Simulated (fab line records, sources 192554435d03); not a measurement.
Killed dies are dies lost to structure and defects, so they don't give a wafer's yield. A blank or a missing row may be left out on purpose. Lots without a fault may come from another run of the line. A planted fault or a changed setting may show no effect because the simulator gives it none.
Chamber matching | flow n5_finfet | N5_BEOL_M5_CO_CAP_78 on cvd_co-02: 3 sister chambers
The step material Co, precursor CCTBA/H2, target thk 2 nm, time 102.1 s. 3 wafers are shown with their chamber, then 12 later ones without.

WAFERS WITH THEIR CHAMBER
wafer  | chamber | heater_power_w (W)
L087.6 | 1       | 234
L079.1 | 0       | 267
L079.6 | 2       | 226

WAFERS WITHOUT THEIR CHAMBER
wafer  | heater_power_w (W)
L097.1 | 226
L097.2 | 240
L097.6 | 231
L096.1 | 234
L096.3 | 238
L096.6 | 226
L094.1 | 237
L094.2 | 267
L094.6 | 235
L095.1 | 261
L095.4 | 242
L095.6 | 227

WHICH CHAMBER EACH WENT THROUGH
wafer  | from the rows above     | in truth
L097.1 | 2                       | 2
L097.2 | 1                       | 1
L097.6 | can't be placed: 1 or 2 | 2
L096.1 | 1                       | 1
L096.3 | 1                       | 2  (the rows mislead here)
L096.6 | 2                       | 2
L094.1 | 1                       | 1
L094.2 | 0                       | 0
L094.6 | 1                       | 1
L095.1 | 0                       | 0
L095.4 | 1                       | 1
L095.6 | can't be placed: 2 or 1 | 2
Placed correctly: 9 of 12. Can't be placed from these rows: 2 (the true chamber is among the candidates in 2). Placed wrongly: 1.
How it was worked out, from the rows above alone: a wafer's distance from a chamber is the root of the sum, over the readings, of the square of ((its reading less the chamber's mean) divided by the reading's scatter). The wafer belongs to the nearest chamber; if the next one is less than 2 further off, it can't be placed. A chamber's mean is the mean of its shown wafers. The scatter: with one shown wafer a chamber, the root of the mean of the squares of how far each hidden wafer lies from its nearest shown one.
